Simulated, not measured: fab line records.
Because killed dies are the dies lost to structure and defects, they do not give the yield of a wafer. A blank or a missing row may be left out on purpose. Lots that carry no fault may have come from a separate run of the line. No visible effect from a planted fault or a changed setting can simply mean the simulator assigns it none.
fab line records | flow nandHarc
record: lots: 4 | wafers: 12 | lastDay: 24
route steps=1159 shown A_CONTACT@895 END@1159
lots that met no fault: taken from a fault-free run of the same line
startH: hours from the record's opening day to when the first of the lot's shown wafers began | waitH: time in hours since the lot's previous step | " identical to the entry in the row above | L1.1+2: a row that stands for several wafers | - no value, or no start was given | * or withheld: withheld | < > ~ a bound
route shown NAME@n: NAME is a module with steps in the file, n the number in the route of the first one | usual: the fault-free wafers' mean and standard deviation | same: alike in all rows | chamber/n: place in a boat | sites: the reading at each site | _std_site: standard deviation across them | _edge_site: mean of outer sites minus mean of inner sites | radiusMm: for every site, how far away it sits from the centre of the wafer | mask NAME#n: copy n | behind: the most recent tool/chamber to have shaped the wafer | hold: cause of the lot's hold/its duration in hours/its outcome | device: the transistor (n, p or np) that didn't switch | end of line: at the end of the route, the tests of the same wafers | where a step has no rows: the recipe by itself | killed: dies lost to structure and defects at the first sort, not the wafer's yield | map: the dies of a wafer, with x for killed, . for not killed, _ for no die there
set.NAME: the setting the step ran with; set.NAME@STEP: the setting that earlier step ran with | model.NAME: the simulator's own value behind a step, which no gauge read
a table for each step, a row for each wafer; lots at some steps of the route
== steps ==
step: NHARC_A_CONTACT_DEVELOP_68
recipe: developTimeS: 35 | devTempC: 23
step: NHARC_A_CONTACT_DESCUM_74
recipe: timeS: 3 | o2FlowSccm: 200 | arFlowSccm: 0 | biasPowerW: 0 | chemistry: O2
step: NHARC_A_CONTACT_ETCH_75
recipe: targetDepthA: 390 | overEtchFrac: 0.3 | timeS: 65 | ionEnergyEv: 80 | cf4FlowSccm: 150 | arFlowSccm: 0 | rfW: 300 | biasW: 100 | chemistry: CF4
step: NHARC_A_CONTACT_ETCH_76
recipe: targetDepthA: 2600 | overEtchFrac: 0.3 | timeS: 475.3 | ionEnergyEv: 200 | n2FlowSccm: 150 | h2FlowSccm: 150 | arFlowSccm: 0 | rfW: 400 | biasW: 150 | chemistry: N2/H2
step: NHARC_A_CONTACT_ETCH_77
recipe: targetDepthA: 726 | timeS: 36.3 | cf4FlowSccm: 100 | chf3FlowSccm: 30 | arFlowSccm: 0 | rfW: 500 | biasW: 200 | chemistry: CF4/CHF3
step: NHARC_A_CONTACT_ETCH_78
recipe: targetDepthA: 28000 | overEtchFrac: 0.3 | timeS: 728 | ionEnergyEv: 150 | o2FlowSccm: 400 | cosFlowSccm: 20 | arFlowSccm: 0 | rfW: 500 | biasW: 300 | chemistry: O2/COS
step: NHARC_A_CONTACT_ETCH_124
recipe: sourceW: withheld | pressureMtorr: 20 | biasV: withheld | timeS: 140 | targetDepthA: 7000 | arFlowSccm: withheld | c4f8FlowSccm: withheld | o2FlowSccm: withheld | chemistry: C4F8/O2/Ar
step: NHARC_A_CONTACT_ETCH_125
recipe: sourceW: withheld | pressureMtorr: 20 | biasV: 1200 | timeS: 155 | targetDepthA: 9560 | arFlowSccm: withheld | c4f8FlowSccm: withheld | o2FlowSccm: withheld | chemistry: C4F8/O2/Ar
step: NHARC_A_CONTACT_ETCH_126
recipe: sourceW: withheld | pressureMtorr: 20 | biasV: 1200 | timeS: 155 | targetDepthA: 9560 | arFlowSccm: withheld | c4f8FlowSccm: withheld | o2FlowSccm: withheld | chemistry: C4F8/O2/Ar
step: NHARC_A_CONTACT_ETCH_127
recipe: sourceW: withheld | pressureMtorr: 20 | biasV: 1200 | timeS: 155 | targetDepthA: 9560 | arFlowSccm: withheld | c4f8FlowSccm: withheld | o2FlowSccm: withheld | chemistry: C4F8/O2/Ar
same: timeS: 155
lot.wafer | tool          | chamber | startH | waitH | rfHoursCounterH
L558.2    | harCapEtch-01 | 0       | 389.29 | 0.1   | 58
L558.1    | "             | 1       | "      | "     | 58
L558.4    | "             | 0       | "      | "     | -
L562.1    | harCapEtch-01 | 1       | 419.01 | 0.1   | 63
L562.4    | "             | 1       | "      | "     | -
L562.3    | "             | 0       | "      | "     | -
L563.2    | harCapEtch-01 | 0       | 433.65 | 0.1   | 66
L563.3    | "             | 0       | "      | "     | -
L563.6    | "             | 0       | "      | "     | -
L578.3    | harCapEtch-02 | 0       | 517.54 | 0.1   | -
L578.4    | "             | 1       | "      | "     | -
L578.6    | "             | 0       | "      | "     | -
step: NHARC_A_CONTACT_ETCH_128
recipe: sourceW: withheld | pressureMtorr: 20 | biasV: 1200 | timeS: 155 | targetDepthA: 9560 | arFlowSccm: withheld | c4f8FlowSccm: withheld | o2FlowSccm: withheld | chemistry: C4F8/O2/Ar
step: NHARC_A_CONTACT_ETCH_129
recipe: sourceW: withheld | pressureMtorr: 20 | biasV: 1200 | timeS: 155 | targetDepthA: 9560 | arFlowSccm: withheld | c4f8FlowSccm: withheld | o2FlowSccm: withheld | chemistry: C4F8/O2/Ar
step: NHARC_A_CONTACT_ETCH_130
recipe: sourceW: withheld | pressureMtorr: 20 | biasV: 1200 | timeS: 155 | targetDepthA: 9560 | arFlowSccm: withheld | c4f8FlowSccm: withheld | o2FlowSccm: withheld | chemistry: C4F8/O2/Ar
step: NHARC_A_CONTACT_ETCH_131
recipe: sourceW: withheld | pressureMtorr: 20 | biasV: 1200 | timeS: 155 | targetDepthA: 9560 | arFlowSccm: withheld | c4f8FlowSccm: withheld | o2FlowSccm: withheld | chemistry: C4F8/O2/Ar
step: NHARC_A_CONTACT_ETCH_132
recipe: sourceW: withheld | pressureMtorr: 20 | biasV: 1200 | timeS: 156 | targetDepthA: 9580 | arFlowSccm: withheld | c4f8FlowSccm: withheld | o2FlowSccm: withheld | chemistry: C4F8/O2/Ar
step: NHARC_A_CONTACT_ETCH_133
recipe: sourceW: withheld | pressureMtorr: 20 | biasV: 400 | timeS: 195 | targetDepthA: 8400 | arFlowSccm: withheld | c4f8FlowSccm: 11.5 | o2FlowSccm: 7.2 | chemistry: C4F8/O2/Ar
step: NHARC_A_CONTACT_ETCH_91
recipe: targetDepthA: 400 | overEtchFrac: 0.5 | timeS: 85.7 | ionEnergyEv: 120 | ch3fFlowSccm: 50 | o2FlowSccm: 30 | arFlowSccm: 200 | rfW: 500 | biasW: 100 | chemistry: CH3F/O2
step: NHARC_A_CONTACT_ETCH_97
recipe: targetDepthA: 200 | overEtchFrac: 0.5 | timeS: 10 | ionEnergyEv: 250 | c4f6FlowSccm: 25 | o2FlowSccm: 20 | arFlowSccm: 500 | rfW: 600 | biasW: 500 | chemistry: C4F6/O2
step: NHARC_A_CONTACT_STRIP_103
recipe: n2FlowSccm: 150 | h2FlowSccm: 150 | arFlowSccm: 0 | biasW: 0 | chemistry: N2/H2
step: NHARC_A_CONTACT_STRIP_104
recipe: cf4FlowSccm: 100 | chf3FlowSccm: 30 | arFlowSccm: 0 | biasW: 0 | chemistry: CF4/CHF3
step: NHARC_A_CONTACT_STRIP_105
recipe: o2FlowSccm: 400 | cosFlowSccm: 20 | arFlowSccm: 0 | biasW: 0 | chemistry: O2/COS
step: NHARC_A_CONTACT_ETCH_106
recipe: targetDepthA: 600 | overetchA: 60 | timeS: 33 | ionEnergyEv: 100 | cf4FlowSccm: 80 | o2FlowSccm: 20 | arFlowSccm: 0 | rfW: 300 | biasW: 100 | chemistry: CF4/O2
step: NHARC_A_CONTACT_STRIP_82
recipe: o2FlowSccm: 500 | arFlowSccm: 0 | biasW: 0 | chemistry: O2
step: NHARC_A_CONTACT_STRIP_83
recipe: timeS: 600 | tempC: 30 | chemistry: postEtchResidueRemover
step: NHARC_A_CONTACT_DEP_84
recipe: targetThkA: 20000 | tempC: 400 | material: aC
step: NHARC_A_CONTACT_DEP_85
recipe: targetThkA: 500 | targetThkNm: 50 | tempC: 400 | pressureTorr: 3.5 | flowSccm: 200 | rfW: 350 | material: SiON
step: NHARC_A_CONTACT_DEHYDRATE_00
recipe: tempC: 150 | timeS: 120
step: NHARC_A_CONTACT_HMDS_01
recipe: timeS: 30
step: NHARC_A_CONTACT_COAT_86
recipe: tempC: 260 | timeS: 75
step: NHARC_A_CONTACT_COAT_87
recipe: tempC: 225 | timeS: 65
step: NHARC_A_CONTACT_COAT_02
recipe: spinRpm: 1500 | resistThkNm: 90
step: NHARC_A_CONTACT_SOFTBAKE_03
recipe: tempC: 105 | timeS: 55
step: NHARC_A_CONTACT_EBR_04
step: NHARC_A_CONTACT_EXPOSE_05
recipe: na: 1.35 | sigmaOuter: 0.8 | doseMj: 84.24 | maskId: A_CC
step: NHARC_A_CONTACT_PEB_06
recipe: pebTempC: 100 | pebTimeS: 65
step: NHARC_A_CONTACT_DEVELOP_07
recipe: developTimeS: 35 | devTempC: 23
step: NHARC_END_SORT_01
recipe: tempC: 25
usual: killedAtArray: 29/10 | killedAtOther: 0.7/1 | killedAtPeriphery: 3.7/2.6 | killedDies: 33/10 | killedOpen: 3.4/1.8 | killedShort: 1.8/1.3
same: grossDies: 677
lot.wafer | tool      | chamber | startH | waitH | killedAtArray | killedAtOther | killedAtPeriphery | killedDies | killedOpen | killedShort
L562.1    | prober-02 | 0       | 483.91 | 2.5   | 105           | 1             | 3                 | 109        | 2          | 1
L562.3    | prober-02 | 0       | 485.53 | 3.1   | 115           | 0             | 8                 | 123        | 4          | 3
L562.4    | prober-02 | 0       | 486.34 | 3.4   | 107           | 0             | 10                | 117        | 1          | 2
L563.2    | prober-01 | 0       | 496.94 | 2.8   | 120           | 1             | 8                 | 129        | 6          | 2
L563.3    | prober-01 | 0       | 497.75 | 3.1   | 110           | 0             | 4                 | 114        | 3          | 1
L563.6    | prober-01 | 0       | 500.18 | 4.0   | 120           | 2             | 5                 | 127        | 2          | 2
killed by level:class
L562.1 A_CONTACT:unspecified=95 A_STAIRCASE:chamberFilmFlake=3 A_CHANNEL_HOLE_D1:chamberFilmFlake=2 A_CONTACT:chamberFilmFlake=2 P_CONTACT:geometricParticle:open=1 A_WL_FILL:geometricParticle:open=1 A_BLC:geometricParticle:short=1 P_STI:chamberFilmFlake=1
L562.3 A_CONTACT:unspecified=83 A_CHANNEL_HOLE_D1:chamberFilmFlake=17 P_BONDPAD:chamberFilmFlake=4 A_M1:chamberFilmFlake=4 A_STAIRCASE:chamberFilmFlake=4 A_CHANNEL_FILL_D1:geometricParticle:open=2 P_ZERO_WELL:chamberFilmFlake=2 P_M0:geometricParticle:open=1
L562.4 A_CONTACT:unspecified=94 A_STAIRCASE:chamberFilmFlake=6 P_BONDPAD:chamberFilmFlake=5 P_STI:chamberFilmFlake=4 A_CHANNEL_HOLE_D1:chamberFilmFlake=2 A_CHANNEL_FILL_D1:geometricParticle:short=1 A_CONTACT:geometricParticle:open=1 A_M0:geometricParticle:short=1
L563.2 A_CONTACT:unspecified=88 A_CHANNEL_HOLE_D1:chamberFilmFlake=23 P_ZERO_WELL:chamberFilmFlake=5 A_CONTACT:geometricParticle:open=3 A_STAIRCASE:chamberFilmFlake=3 P_GATE:geometricParticle:open=1 P_CONTACT:geometricParticle:open=1 A_ONON_D1:geometricParticle:open=1
L563.3 A_CONTACT:unspecified=86 A_CHANNEL_HOLE_D1:chamberFilmFlake=19 P_ZERO_WELL:chamberFilmFlake=4 A_CONTACT:geometricParticle:open=2 A_WL_FILL:geometricParticle:short=1 A_BLC:geometricParticle:open=1 A_STAIRCASE:chamberFilmFlake=1
L563.6 A_CONTACT:unspecified=88 A_CHANNEL_HOLE_D1:chamberFilmFlake=24 A_STAIRCASE:chamberFilmFlake=6 P_ZERO_WELL:chamberFilmFlake=4 P_CONTACT:geometricParticle:open=1 A_CHANNEL_HOLE_D1:geometricParticle:short=1 A_M0:geometricParticle:open=1 STARTING-WAFER:geometricParticle:short=1
map L562.3 (x killed, . not)
____________.____________
_________......._________
_______..........._______
______.............______
_____..............._____
____......x....x.....____
____.................____
___...................___
___..............x....___
__....x......x.........__
__.......x.............__
_.....................x._
_........x.............._
_..............x......x._
_...............x....x.._
_....................xxx_
....................xxx.x
.................x..xxxxx
.............x...x....x.x
........................x
.....................x..x
_........x.............._
_......................._
_......xx..............._
_.....x.xx...x.........._
_.....xxxxx..........x.._
__..x.xxxxxx...........__
__..xxxxxxxxx..........__
___.xxxxxxxxx.........___
___xxxxxxxxxxx........___
____xxxxxxxxx........____
____xxxxxxxxx........____
_____.xxxxxxx......._____
______xxxxxxx......______
_______xxxxxx.x..._______
_________xxx...._________
____________.____________
map L563.2 (x killed, . not)
____________.____________
_________......._________
_______..........._______
______.............______
_____...x..........._____
____............x....____
____.................____
___...................___
___...................___
__..x...............x..__
__.....................__
_......................._
_.x....................._
_.....................xx_
_.....................x._
_....................xx._
..................x...xx.
..x..................x.x.
..........x..........x.x.
x.........x...........xxx
x......................xx
_.x....................._
_.............x.xx......_
_..........x.....x......_
_.x....xxx.....xx......._
_.x.xxxxxxx...x........._
__...xxxxxxxx..........__
__..x.xxxxxxx..........__
___..xxxxxxxxx....x...___
___xxxxxxxxxxx........___
____xxxxxxxxx....x...____
____xxxxxxxxx........____
_____xxxxxxxxx......_____
______xxxxxxx......______
_______xxxxxx....._______
_________xx..x.._________
____________.____________
== key ==
firstSign: step: NHARC_END_SORT_01 | reading: killedDies | direction: up | sigmas: 8.5 | usual: 33 | struck: 120
effect: step: NHARC_END_SORT_01 | reading: killedAtArray | direction: up | sigmas: 8.4 | usual: 29 | struck: 113
moreKillsBornAt: NHARC_A_CONTACT_ETCH_127@harCapEtch-01: 529
metAt NHARC_A_CONTACT_ETCH_127
struckWafers L562.1,L562.3,L562.4,L563.2,L563.3,L563.6
testerLeftOut L562,L563
onsetBetween 389.29 419.01
fault: kind: chamberParticleSource | tool: harCapEtch-01 | chamber: - | onsetH: 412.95 | steps: NHARC_A_CONTACT_ETCH_127 | ratePerVisitCm2: 1.5463 | endH: 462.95
testerLeftOut: of these lots the tester's yield and bins aren't shown, on N5 and GAA mostly nor the transistor test; their killed dies are dies lost to structure and defects alone, not to doping, threshold or leakage, so they don't give the yield
